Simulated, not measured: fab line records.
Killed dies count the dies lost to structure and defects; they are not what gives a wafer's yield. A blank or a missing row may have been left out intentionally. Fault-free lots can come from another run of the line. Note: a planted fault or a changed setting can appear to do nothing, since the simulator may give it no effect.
Chamber matching ; flow nand_harc ; rie_diel-08 running NHARC_P_ZERO_WELL_DESCUM_26: 4 sister chambers
The step chemistry O2, time 3 s. 16 wafers are shown with their chamber, then 8 later ones without.

## WAFERS, EACH WITH ITS CHAMBER
wafer;chamber;drypump_motor_current_A (A);showerhead_plenum_p_Torr (Torr);oes_product_au (a.u.)
L133.1;1;6.6;1.83;1.000
L133.3;0;5.3;1.98;0.992
L133.5;0;5.3;1.98;0.987
L136.2;2;5.6;1.79;1.000
L136.4;3;6.4;1.98;0.996
L136.5;3;6.5;1.98;0.999
L139.4;2;5.6;1.78;1.007
L139.5;2;5.6;1.78;1.005
L139.6;1;6.6;1.83;1.002
L145.1;0;5.3;1.97;0.991
L145.3;3;6.4;1.97;0.997
L145.6;1;6.5;1.82;0.996
L149.3;3;6.4;1.97;1.003
L149.5;0;5.3;1.96;0.998
L149.6;1;6.6;1.82;1.012
L152.2;2;5.6;1.77;1.001

SIGNATURES, as means of the wafers listed above
reading;chamber 0;chamber 1;chamber 2;chamber 3;scatter within a chamber
drypump_motor_current_A;5.300;6.575;5.600;6.425;0.0354
showerhead_plenum_p_Torr;1.9725;1.8250;1.7800;1.9750;0.0075
oes_product_au;0.99200;1.00250;1.00325;0.99875;0.00468
Rule: for each reading, subtract the chamber's mean from the wafer's reading, divide by that reading's scatter and square the result; add these up over the readings and take the root, which gives the wafer's distance from the chamber. The wafer belongs to the nearest chamber; if the next one is less than 2 further off, it can't be placed. The scatter: take each reading less its chamber's mean, square it, sum over the shown wafers, divide by the number of wafers less the number of chambers, and take the root.

## WAFERS MISSING THEIR CHAMBER
wafer;drypump_motor_current_A (A);showerhead_plenum_p_Torr (Torr);oes_product_au (a.u.)
L152.5;6.5;1.97;0.999
L152.6;5.3;1.96;1.003
L155.3;5.3;1.96;0.997
L155.4;6.6;1.81;1.000
L155.6;6.5;1.96;1.003
L156.2;6.4;1.96;1.004
L156.3;5.3;1.96;1.003
L156.5;5.3;1.96;0.990

## WHICH CHAMBER EACH ONE RAN IN
wafer;from the rows above;in truth
L152.5;3;3
L152.6;0;0
L155.3;0;0
L155.4;1;1
L155.6;3;3
L156.2;3;3
L156.3;0;0
L156.5;0;0
Correctly placed: 8 of 8. Can't be placed from these rows: 0. Wrongly placed: 0.
